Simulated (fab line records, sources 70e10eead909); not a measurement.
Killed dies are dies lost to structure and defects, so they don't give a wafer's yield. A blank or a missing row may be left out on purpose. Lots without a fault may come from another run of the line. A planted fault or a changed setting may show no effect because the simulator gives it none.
fab line records | flow nand_harc
record lots=24 wafers=72 last_day=24
route steps=1159 shown P_M2@345 P_BONDPAD@369 A_ZERO_WELL@411 A_SOURCE_PLATE@423
lots that met no fault: from a run of the same line without faults
start_h: hours from the record's first day to the start of the lot's first wafer shown | wait_h: hours since the lot's step before | " the same as in the row above | L1.1+2: a row that stands for several wafers | - no value, or no start given | * or withheld: withheld | < > ~ a bound
route shown NAME@n: a module of which the file shows steps, and the number in the route of the first | usual: mean/standard deviation of fault-free wafers | same: alike in all rows | chamber/n: place in a boat | sites: the reading at each site | _std_site: their standard deviation | _edge_site: outer sites' mean less inner sites' | radius_mm: how far each site lies from the wafer's centre | mask NAME#n: copy n | behind: the tool/chamber that last shaped the wafer | hold: why the lot was held/for how many hours/how that ended | device: the transistor (n, p or np) that didn't switch | end of line: the same wafers' tests at the end of the route | a step without rows: its recipe alone | killed: dies lost to structure and defects at the first sort, not the wafer's yield | map: a wafer's dies, x killed, . not, _ none there
set.NAME: the setting as run; set.NAME@STEP: as run at that earlier step | model.NAME: the simulator's own value behind a step, which no gauge read
steps of the route over a sample of lots; a table a step, a row a wafer
services: from which hour (start_h, from the record's first day; less than 0 if before it) a tool's chamber was out of use, for how many hours, and why
## steps
# step NHARC_P_M2_THK_MEAS_24
# recipe thk_meas_gauge=xrf
# usual thk_nm=144.7/1.5
# columns lot.wafer tool chamber start_h wait_h thk_nm
L075.1 film_metro-01 - 122.34 - 147.8
L075.3 " - " " 145.1
L075.4 " - " " 144.0
L074.1 film_metro-01 - 133.31 - 145.5
L074.5 " - " " 144.4
L074.6 " - " " 145.5
L077.1 film_metro-02 - 145.16 - 144.2
L077.5 " - " " 145.4
L077.6 " - " " 146.4
L076.2 film_metro-02 - 145.82 - 143.0
L076.4 " - " " 146.1
L076.5 " - " " 142.6
L078.3 film_metro-02 - 150.32 - 146.6
L078.4 " - " " 145.4
L078.6 " - " " 144.1
L079.1 film_metro-02 - 162.99 - 145.2
L079.2 " - " " 144.7
L079.3 " - " " 144.2
L080.2 film_metro-01 - 164.90 - 146.7
L080.5 " - " " 144.1
L080.6 " - " " 143.1
L082.1 film_metro-02 - 176.48 - 145.3
L082.3 " - " " 145.2
L082.5 " - " " 146.2
L081.3 film_metro-01 - 181.26 - 144.3
L081.4 " - " " 143.7
L081.5 " - " " 145.5
L083.2 film_metro-01 - 182.16 - 144.7
L083.3 " - " " 144.2
L083.6 " - " " 144.6
L084.3 film_metro-01 - 191.79 - 144.1
L084.4 " - " " 144.9
L084.6 " - " " 144.0
L085.3 film_metro-02 - 205.65 - 143.1
L085.5 " - " " 144.5
L085.6 " - " " 143.6
L086.1 film_metro-02 - 206.01 - 144.7
L086.3 " - " " 145.0
L086.6 " - " " 148.3
L087.3 film_metro-01 - 206.45 - 143.2
L087.5 " - " " 144.2
L087.6 " - " " 145.0
L088.1 film_metro-01 - 219.53 - 146.9
L088.3 " - " " 143.7
L088.4 " - " " 143.0
L089.1 film_metro-01 - 220.84 - 144.9
L089.4 " - " " 144.3
L089.5 " - " " 146.5
L090.2 film_metro-01 - 226.84 - 145.7
L090.4 " - " " 144.3
L090.6 " - " " 143.0
L091.2 film_metro-01 - 227.49 - 144.7
L091.4 " - " " 145.3
L091.6 " - " " 147.5
L092.2 film_metro-02 - 234.66 - 140.3
L092.3 " - " " 145.8
L092.5 " - " " 143.6
L093.1 film_metro-02 - 238.32 - 144.3
L093.2 " - " " 146.0
L093.6 " - " " 146.5
L095.2 film_metro-02 - 250.41 - 145.0
L095.3 " - " " 145.2
L095.6 " - " " 143.4
L094.4 film_metro-02 - 251.92 - 144.3
L094.5 " - " " 143.6
L094.6 " - " " 147.4
L097.3 film_metro-02 - 261.75 - 147.1
L097.4 " - " " 146.0
L097.5 " - " " 146.9
L096.2 film_metro-01 - 264.53 - 145.6
L096.5 " - " " 146.5
L096.6 " - " " 143.2
# step NHARC_P_M2_INSPECT_27
# usual raw_defect_count=292/110
# columns lot.wafer tool chamber start_h wait_h raw_defect_count
L075.1 defect_inspect-02 - 122.50 0.0 179
L075.3 " - " " 236
L075.4 " - " " 255
L074.1 defect_inspect-01 - 133.47 0.0 311
L074.5 " - " " 349
L074.6 " - " " 165
L077.1 defect_inspect-02 - 145.31 0.0 364
L077.5 " - " " 602
L077.6 " - " " 385
L076.2 defect_inspect-02 - 145.97 0.0 210
L076.4 " - " " 253
L076.5 " - " " 319
L078.3 defect_inspect-02 - 150.48 0.0 492
L078.4 " - " " 327
L078.6 " - " " 283
L079.1 defect_inspect-02 - 163.14 0.0 238
L079.2 " - " " 289
L079.3 " - " " 290
L080.2 defect_inspect-01 - 165.07 0.0 269
L080.5 " - " " 754
L080.6 " - " " 195
L082.1 defect_inspect-02 - 176.66 0.0 485
L082.3 " - " " 196
L082.5 " - " " 161
L081.3 defect_inspect-01 - 181.41 0.0 281
L081.4 " - " " 195
L081.5 " - " " 280
L083.2 defect_inspect-01 - 182.32 0.0 352
L083.3 " - " " 359
L083.6 " - " " 418
L084.3 defect_inspect-01 - 191.94 0.0 287
L084.4 " - " " 142
L084.6 " - " " 207
L085.3 defect_inspect-01 - 205.83 0.0 270
L085.5 " - " " 212
L085.6 " - " " 217
L086.1 defect_inspect-01 - 206.17 0.0 192
L086.3 " - " " 277
L086.6 " - " " 256
L087.3 defect_inspect-02 - 206.61 0.0 191
L087.5 " - " " 195
L087.6 " - " " 278
L088.1 defect_inspect-01 - 219.69 0.0 184
L088.3 " - " " 241
L088.4 " - " " 156
L089.1 defect_inspect-02 - 221.00 0.0 429
L089.4 " - " " 317
L089.5 " - " " 320
L090.2 defect_inspect-02 - 227.02 0.0 211
L090.4 " - " " 172
L090.6 " - " " 235
L091.2 defect_inspect-01 - 227.67 0.0 203
L091.4 " - " " 245
L091.6 " - " " 173
L092.2 defect_inspect-01 - 234.84 0.0 460
L092.3 " - " " 296
L092.5 " - " " 304
L093.1 defect_inspect-01 - 238.50 0.0 379
L093.2 " - " " 494
L093.6 " - " " 620
L095.2 defect_inspect-02 - 250.57 0.0 146
L095.3 " - " " 355
L095.6 " - " " 280
L094.4 defect_inspect-01 - 252.08 0.0 261
L094.5 " - " " 298
L094.6 " - " " 339
L097.3 defect_inspect-02 - 261.91 0.0 251
L097.4 " - " " 247
L097.5 " - " " 327
L096.2 defect_inspect-01 - 264.69 0.0 151
L096.5 " - " " 216
L096.6 " - " " 194
# step NHARC_P_BONDPAD_ETCH_12
# recipe target_depth_a=2000 time_s=100 chf3_flow_sccm=50 o2_flow_sccm=10 ar_flow_sccm=200 rf_w=500 bias_w=200 chemistry=CHF3/O2
# usual chamber_pressure_mTorr=25.001/0.022 drypump_motor_current_A=5.7/0.63 mfc_ar_sccm=200.0/0.63 oes_product_au=0.946/0.024 rf_vpp_V=370.6/2.9 showerhead_plenum_p_Torr=2.40/0.13 throttle_valve_pct=20.573/0.0089
# columns lot.wafer tool chamber start_h wait_h chamber_pressure_mTorr drypump_motor_current_A mfc_ar_sccm oes_product_au rf_hours_counter_h rf_vpp_V showerhead_plenum_p_Torr throttle_valve_pct
L075.4 rie_diel-06 0 - - 25.010 4.9 201.2 0.935 4 375.4 2.56 20.565
L075.3 " 1 " " 25.005 6.6 199.7 0.934 1 368.2 2.26 20.580
L075.1 " 2 " " 25.015 5.9 199.5 0.930 5 374.1 2.55 20.580
L074.1 rie_diel-01 2 - - 25.003 6.2 199.5 0.931 57 372.5 2.47 20.573
L074.6 " 1 " " 25.020 5.3 200.0 0.942 - 366.8 2.23 20.570
L074.5 " 2 " " 25.018 6.2 200.3 0.951 - 371.0 2.46 20.570
L077.1 rie_diel-01 2 - - 25.046 6.1 199.1 0.997 0 371.5 2.46 20.551
L077.6 " 1 " " 24.989 5.3 200.3 0.991 - 374.9 2.60 20.568
L077.5 " 2 " " 24.992 6.1 200.2 1.000 - 372.2 2.46 20.567
L076.2 rie_diel-01 3 - - 24.985 5.0 199.8 0.952 0 368.1 2.29 20.575
L076.4 " 0 " " 24.990 5.8 200.2 0.973 0 372.9 2.48 20.578
L076.5 " 3 " " 25.045 5.0 199.4 0.964 - 368.1 2.29 20.562
L078.4 rie_diel-06 3 - - 25.003 5.1 200.9 0.934 7 368.9 2.38 20.566
L078.3 " 0 " " 24.981 4.9 200.5 0.917 7 374.6 2.56 20.587
L078.6 " 1 " " 25.005 6.6 199.7 0.907 - 367.5 2.26 20.563
L079.3 rie_diel-02 3 - - 24.985 5.2 200.3 0.951 3 368.3 2.28 20.552
L079.1 " 0 " " 25.001 6.2 198.9 0.936 2 367.7 2.26 20.574
L079.2 " 2 " " 25.026 5.8 200.7 0.923 3 367.0 2.24 20.577
L080.2 rie_diel-02 0 - - 24.970 6.2 200.1 0.933 3 369.2 2.26 20.584
L080.6 " 1 " " 24.955 6.3 200.1 0.936 - 368.3 2.31 20.586
L080.5 " 2 " " 24.946 5.8 200.3 0.919 - 366.7 2.24 20.561
L082.1 rie_diel-06 3 - - 25.030 5.1 200.3 0.976 8 371.3 2.38 20.568
L082.3 " 2 " " 25.011 5.9 199.9 0.981 8 373.5 2.55 20.577
L082.5 " 0 " " 24.983 4.9 198.4 0.966 - 373.0 2.56 20.567
L081.3 rie_diel-02 3 - - 24.987 5.2 198.2 0.974 10 368.5 2.28 20.585
L081.4 " 1 " " 24.976 6.4 199.9 0.961 9 369.6 2.31 20.585
L081.5 " 2 " " 25.012 5.8 200.8 0.950 - 366.8 2.23 20.568
L083.3 rie_diel-06 3 - - 25.038 5.1 200.3 0.958 9 370.4 2.38 20.567
L083.2 " 0 " " 24.969 4.9 200.1 0.963 9 373.1 2.56 20.582
L083.6 " 3 " " 25.027 5.1 199.7 0.947 - 370.4 2.38 20.584
L084.3 rie_diel-06 2 - - 24.972 5.9 200.7 0.963 10 372.8 2.55 20.572
L084.4 " 1 " " 24.998 6.6 200.9 0.929 5 368.3 2.26 20.578
L084.6 " 2 " " 25.035 5.9 199.7 0.952 - 374.1 2.55 20.563
L085.3 rie_diel-06 2 - - 25.018 6.0 199.7 0.976 11 372.2 2.55 20.573
L085.6 " 2 " " 25.008 6.0 200.0 0.973 - 373.6 2.55 20.561
L085.5 " 3 " " 24.982 5.1 199.8 0.964 - 370.4 2.37 20.562
L086.3 rie_diel-06 2 - - 24.998 6.0 199.5 0.927 11 372.3 2.55 20.567
L086.1 " 1 " " 25.002 6.6 200.8 0.912 6 365.7 2.26 20.586
L086.6 " 2 " " 25.036 6.0 199.6 0.924 - 373.3 2.55 20.566
L087.3 rie_diel-06 3 - - 25.033 5.1 199.8 0.923 11 370.1 2.37 20.569
L087.6 " 1 " " 25.022 6.6 200.0 0.909 - 369.2 2.26 20.584
L087.5 " 2 " " 24.995 6.0 200.4 0.918 - 374.3 2.55 20.574
L088.1 rie_diel-06 1 - - 24.978 6.6 199.0 0.906 9 370.1 2.26 20.579
L088.3 " 2 " " 24.973 6.0 200.4 0.924 14 373.5 2.55 20.558
L088.4 " 3 " " 24.951 5.1 200.8 0.927 13 368.8 2.37 20.560
L089.1 rie_diel-06 1 - - 25.063 6.6 201.6 0.946 9 367.7 2.26 20.577
L089.4 " 2 " " 25.002 5.9 200.6 0.978 14 373.0 2.55 20.575
L089.5 " 1 " " 25.012 6.6 200.3 0.943 - 367.6 2.26 20.566
L090.4 rie_diel-06 0 - - 24.987 4.9 200.3 0.924 14 373.8 2.55 20.563
L090.2 " 2 " " 25.013 6.0 199.8 0.928 14 372.9 2.55 20.584
L090.6 " 0 " " 25.015 4.9 200.7 0.928 - 375.4 2.55 20.583
L091.2 rie_diel-01 0 - - 24.982 5.8 200.2 0.921 27 371.9 2.47 20.572
L091.4 " 1 " " 25.001 5.3 200.7 0.937 27 375.6 2.59 20.581
L091.6 " 0 " " 25.046 5.8 200.0 0.919 - 373.2 2.47 20.580
L092.2 rie_diel-06 2 - - 25.009 6.0 198.9 0.970 15 372.4 2.55 20.583
L092.3 " 3 " " 24.990 5.1 199.5 0.961 14 370.9 2.37 20.566
L092.5 " 1 " " 24.959 6.6 199.4 0.947 - 368.0 2.26 20.572
L093.2 rie_diel-06 1 - - 25.009 6.6 200.1 0.903 11 367.7 2.26 20.585
L093.1 " 0 " " 24.995 4.9 200.1 0.932 15 374.7 2.55 20.565
L093.6 " 2 " " 24.991 6.0 198.6 0.931 - 372.8 2.55 20.573
L095.2 rie_diel-06 0 - - 24.988 4.9 200.5 0.978 0 374.9 2.55 20.558
L095.3 " 1 " " 25.027 6.6 199.3 0.944 0 367.7 2.26 20.575
L095.6 " 3 " " 24.983 5.1 200.2 0.976 - 369.4 2.37 20.588
L094.6 rie_diel-06 3 - - 24.973 5.1 198.9 0.964 - 370.2 2.37 20.586
L094.4 " 0 " " 25.015 4.9 199.8 0.963 - 374.3 2.55 20.567
L094.5 " 1 " " 24.975 6.6 199.5 0.944 - 366.5 2.26 20.558
L097.3 rie_diel-06 1 - - 25.003 6.6 199.3 0.948 2 367.0 2.26 20.571
L097.4 " 0 " " 25.018 4.9 199.8 0.952 2 372.8 2.55 20.567
L097.5 " 1 " " 24.955 6.6 200.1 0.950 - 368.0 2.26 20.576
L096.2 rie_diel-02 3 - - 25.015 5.2 200.0 0.948 39 368.7 2.27 20.574
L096.5 " 1 " " 24.976 6.3 200.9 0.961 - 367.2 2.30 20.582
L096.6 " 2 " " 25.022 5.8 199.7 0.923 - 367.1 2.22 20.581
# step NHARC_P_BONDPAD_PVD_17
# recipe target_thk_a=50 bias_v=168.6 power_w=15000 chamber_pressure_pa=0.12 time_s=8.06 substrate_temp_c=50 material=TaN
# usual throttle_valve_pct=30.4/0.76
# columns lot.wafer tool chamber start_h wait_h throttle_valve_pct
L075.3 pvd_sputter-01 - - - 30.4
L075.1 " - " " 30.7
L075.4 " - " " 30.3
L074.1 pvd_sputter-01 - - - 30.3
L074.5 " - " " 30.2
L074.6 " - " " 31.5
L077.1 pvd_sputter-02 - - - 30.5
L077.5 " - " " 29.6
L077.6 " - " " 29.8
L076.2 pvd_sputter-03 - - - 30.0
L076.4 " - " " 30.3
L076.5 " - " " 30.0
L078.4 pvd_sputter-02 - - - 30.5
L078.3 " - " " 30.2
L078.6 " - " " 30.0
L079.1 pvd_sputter-02 - - - 30.0
L079.3 " - " " 30.6
L079.2 " - " " 29.5
L080.2 pvd_sputter-03 - - - 30.6
L080.6 " - " " 29.5
L080.5 " - " " 30.1
L082.3 pvd_sputter-02 - - - 29.8
L082.1 " - " " 30.6
L082.5 " - " " 29.8
L081.3 pvd_sputter-01 - - - 32.1
L081.4 " - " " 31.4
L081.5 " - " " 31.9
L083.2 pvd_sputter-02 - - - 29.6
L083.3 " - " " 29.7
L083.6 " - " " 30.4
L084.4 pvd_sputter-03 - - - 29.5
L084.3 " - " " 30.4
L084.6 " - " " 30.0
L085.3 pvd_sputter-02 - - - 30.0
L085.5 " - " " 30.3
L085.6 " - " " 29.6
L086.3 pvd_sputter-02 - - - 29.7
L086.1 " - " " 30.4
L086.6 " - " " 30.0
L087.3 pvd_sputter-03 - - - 30.4
L087.6 " - " " 30.1
L087.5 " - " " 30.3
L088.1 pvd_sputter-03 - - - 30.2
L088.4 " - " " 30.7
L088.3 " - " " 29.4
L089.4 pvd_sputter-03 - - - 29.5
L089.1 " - " " 29.5
L089.5 " - " " 30.6
L090.4 pvd_sputter-02 - - - 30.6
L090.2 " - " " 30.5
L090.6 " - " " 29.8
L091.2 pvd_sputter-01 - - - 31.9
L091.4 " - " " 31.4
L091.6 " - " " 32.0
L092.3 pvd_sputter-02 - - - 29.4
L092.2 " - " " 30.5
L092.5 " - " " 29.6
L093.1 pvd_sputter-02 - - - 30.9
L093.2 " - " " 30.5
L093.6 " - " " 29.6
L095.2 pvd_sputter-01 - - - 31.6
L095.3 " - " " 31.4
L095.6 " - " " 31.5
L094.4 pvd_sputter-01 - - - 31.7
L094.5 " - " " 30.9
L094.6 " - " " 32.2
L097.4 pvd_sputter-03 - - - 30.0
L097.3 " - " " 30.3
L097.5 " - " " 29.6
L096.2 pvd_sputter-01 - - - 31.4
L096.6 " - " " 31.1
L096.5 " - " " 31.8
# step NHARC_A_ZERO_WELL_RTA_16
# recipe temp_c=1000 time_s=10
# usual anneal_temp_c_max=1005.7/1.4 lamp_power_pct=32.97/0.12 wafer_temp_C_max=1004.8/1.1
# columns lot.wafer tool chamber start_h wait_h anneal_temp_c_max lamp_power_pct wafer_temp_C_max
L075.1 rtp_anneal-01 0 129.71 - 1004.4 32.87 1006.0
L075.3 " 0 " " 1003.6 32.88 1005.2
L075.4 " 0 " " 1004.8 32.79 1006.5
L074.1 rtp_anneal-02 0 140.94 - 1006.9 33.13 1003.4
L074.5 " 0 " " 1007.1 33.02 1004.0
L074.6 " 0 " " 1006.5 33.03 1003.7
L077.1 rtp_anneal-02 0 152.55 - 1006.7 33.09 1003.9
L077.5 " 0 " " 1005.9 33.08 1004.3
L077.6 " 0 " " 1006.1 33.11 1003.6
L076.2 rtp_anneal-01 0 153.09 - 1004.9 32.80 1005.4
L076.4 " 0 " " 1004.2 32.85 1006.6
L076.5 " 0 " " 1004.8 32.86 1004.8
L078.3 rtp_anneal-02 0 158.00 - 1009.4 33.08 1004.2
L078.4 " 0 " " 1005.3 33.08 1004.9
L078.6 " 0 " " 1005.3 33.07 1003.0
L079.1 rtp_anneal-02 0 170.68 - 1006.4 33.09 1005.3
L079.2 " 0 " " 1007.4 33.13 1004.5
L079.3 " 0 " " 1006.6 33.09 1003.9
L080.2 rtp_anneal-01 0 172.45 - 1005.5 32.77 1004.1
L080.5 " 0 " " 1005.3 32.87 1003.7
L080.6 " 0 " " 1004.6 32.86 1005.1
L082.1 rtp_anneal-01 0 183.81 - 1004.5 32.83 1004.3
L082.3 " 0 " " 1002.9 32.79 1004.7
L082.5 " 0 " " 1004.4 32.82 1004.1
L081.3 rtp_anneal-02 0 188.64 - 1005.6 33.20 1003.6
L081.4 " 0 " " 1005.7 33.05 1005.3
L081.5 " 0 " " 1005.6 33.07 1003.6
L083.2 rtp_anneal-01 0 189.38 - 1004.4 32.85 1005.0
L083.3 " 0 " " 1005.0 32.88 1005.6
L083.6 " 0 " " 1004.3 32.87 1005.9
L084.3 rtp_anneal-02 0 199.47 - 1008.1 33.12 1003.6
L084.4 " 0 " " 1005.4 33.14 1003.8
L084.6 " 0 " " 1009.7 33.09 1004.7
L085.3 rtp_anneal-01 0 213.09 - 1005.1 32.86 1003.8
L085.5 " 0 " " 1004.1 32.87 1005.3
L085.6 " 0 " " 1005.2 32.88 1005.3
L086.1 rtp_anneal-02 0 213.44 - 1006.4 33.06 1004.3
L086.3 " 0 " " 1007.5 33.08 1004.1
L086.6 " 0 " " 1007.0 33.07 1003.5
L087.3 rtp_anneal-01 0 213.79 - 1006.4 32.81 1005.0
L087.5 " 0 " " 1003.6 32.87 1006.9
L087.6 " 0 " " 1004.1 32.88 1005.4
L088.1 rtp_anneal-01 0 226.93 - 1003.7 32.87 1005.2
L088.3 " 0 " " 1004.9 32.92 1006.4
L088.4 " 0 " " 1004.7 32.90 1004.3
L089.1 rtp_anneal-01 0 228.39 - 1003.7 32.87 1004.4
L089.4 " 0 " " 1005.3 32.81 1004.8
L089.5 " 0 " " 1005.0 32.76 1007.5
L090.2 rtp_anneal-02 0 234.11 - 1005.1 33.14 1004.0
L090.4 " 0 " " 1007.6 33.07 1002.2
L090.6 " 0 " " 1006.1 33.06 1003.1
L091.2 rtp_anneal-02 0 235.12 - 1005.8 33.06 1002.3
L091.4 " 0 " " 1009.5 33.09 1003.8
L091.6 " 0 " " 1006.8 33.14 1004.1
L092.2 rtp_anneal-02 0 242.28 - 1007.3 33.09 1003.4
L092.3 " 0 " " 1006.9 33.06 1005.5
L092.5 " 0 " " 1005.5 33.17 1005.1
L093.1 rtp_anneal-01 0 245.76 - 1005.3 32.80 1005.8
L093.2 " 0 " " 1005.0 32.87 1004.9
L093.6 " 0 " " 1004.5 32.90 1004.9
L095.2 rtp_anneal-02 0 257.98 - 1007.1 33.10 1003.4
L095.3 " 0 " " 1008.9 33.14 1003.5
L095.6 " 0 " " 1006.4 33.10 1002.9
L094.4 rtp_anneal-01 0 259.55 - 1004.2 32.88 1006.4
L094.5 " 0 " " 1006.1 32.88 1005.8
L094.6 " 0 " " 1006.2 32.85 1006.9
L097.3 rtp_anneal-01 0 269.45 - 1004.1 32.77 1003.5
L097.4 " 0 " " 1005.1 32.85 1004.8
L097.5 " 0 " " 1003.2 32.84 1006.1
L096.2 rtp_anneal-02 0 272.06 - 1005.8 33.11 1004.6
L096.5 " 0 " " 1006.9 33.12 1004.9
L096.6 " 0 " " 1007.7 33.08 1002.7
# step NHARC_A_SOURCE_PLATE_INSPECT_08
# usual raw_defect_count=56/24
# columns lot.wafer tool chamber start_h wait_h raw_defect_count
L075.1 defect_inspect-01 - 151.28 0.0 78
L075.3 " - " " 48
L075.4 " - " " 37
L074.1 defect_inspect-02 - 160.79 0.0 49
L074.5 " - " " 58
L074.6 " - " " 62
L076.2 defect_inspect-02 - 173.09 0.0 36
L076.4 " - " " 35
L076.5 " - " " 54
L077.1 defect_inspect-01 - 173.09 0.0 59
L077.5 " - " " 54
L077.6 " - " " 35
L078.3 defect_inspect-02 - 182.63 0.0 46
L078.4 " - " " 70
L078.6 " - " " 18
L079.1 defect_inspect-01 - 194.14 0.0 31
L079.2 " - " " 39
L079.3 " - " " 40
L080.2 defect_inspect-02 - 194.14 0.0 34
L080.5 " - " " 53
L080.6 " - " " 41
L083.2 defect_inspect-01 - 208.24 0.0 19
L083.3 " - " " 25
L083.6 " - " " 42
L081.3 defect_inspect-02 - 208.25 0.0 40
L081.4 " - " " 39
L081.5 " - " " 30
L082.1 defect_inspect-01 - 208.29 0.0 56
L082.3 " - " " 98
L082.5 " - " " 37
L084.3 defect_inspect-01 - 225.72 0.0 41
L084.4 " - " " 98
L084.6 " - " " 56
L086.1 defect_inspect-01 - 233.58 0.0 86
L086.3 " - " " 89
L086.6 " - " " 51
L085.3 defect_inspect-02 - 233.58 0.0 45
L085.5 " - " " 36
L085.6 " - " " 51
L087.3 defect_inspect-01 - 233.62 0.0 42
L087.5 " - " " 63
L087.6 " - " " 52
L089.1 defect_inspect-01 - 247.95 0.0 32
L089.4 " - " " 26
L089.5 " - " " 26
L088.1 defect_inspect-02 - 247.96 0.0 74
L088.3 " - " " 66
L088.4 " - " " 35
L090.2 defect_inspect-02 - 255.45 0.0 52
L090.4 " - " " 27
L090.6 " - " " 56
L091.2 defect_inspect-01 - 255.45 0.0 28
L091.4 " - " " 96
L091.6 " - " " 73
L092.2 defect_inspect-01 - 263.42 0.0 49
L092.3 " - " " 25
L092.5 " - " " 50
L093.1 defect_inspect-02 - 267.00 0.0 60
L093.2 " - " " 60
L093.6 " - " " 30
L094.4 defect_inspect-02 - 278.97 0.1 45
L094.5 " - " " 53
L094.6 " - " " 50
L095.2 defect_inspect-01 - 278.98 0.0 68
L095.3 " - " " 62
L095.6 " - " " 39
L096.2 defect_inspect-02 - 290.10 0.0 106
L096.5 " - " " 35
L096.6 " - " " 49
L097.3 defect_inspect-01 - 290.10 0.0 32
L097.4 " - " " 61
L097.5 " - " " 62
## services
# columns tool chamber start_h hours kind
pvd_sputter-03 - 102.00 10.0 pm
rie_diel-06 - 102.02 1.4 repair
rie_diel-06 0 122.20 - clean
rie_diel-06 1 122.20 - clean
rie_diel-06 2 122.20 - clean
rie_diel-06 3 122.20 - clean
rie_diel-06 1 132.37 16.8 repair
rie_diel-01 - 137.80 9.0 pm
rie_diel-06 0 146.70 - clean
rie_diel-06 2 146.70 - clean
rie_diel-02 - 150.70 9.0 pm
pvd_sputter-01 - 158.00 10.0 pm
rie_diel-06 - 162.28 12.5 repair
rie_diel-01 - 168.95 1.2 repair
rie_diel-02 3 205.93 7.4 repair
pvd_sputter-02 - 214.01 10.0 pm
rie_diel-02 2 219.20 6.0 repair
pvd_sputter-03 - 224.96 7.2 repair
rie_diel-06 - 241.20 9.0 pm
rie_diel-06 2 252.71 5.6 repair
pvd_sputter-02 - 253.30 5.2 repair
rie_diel-06 0 254.47 1.5 repair
pvd_sputter-03 - 260.50 3.4 repair
rie_diel-01 2 263.02 6.3 repair
## key
fault none
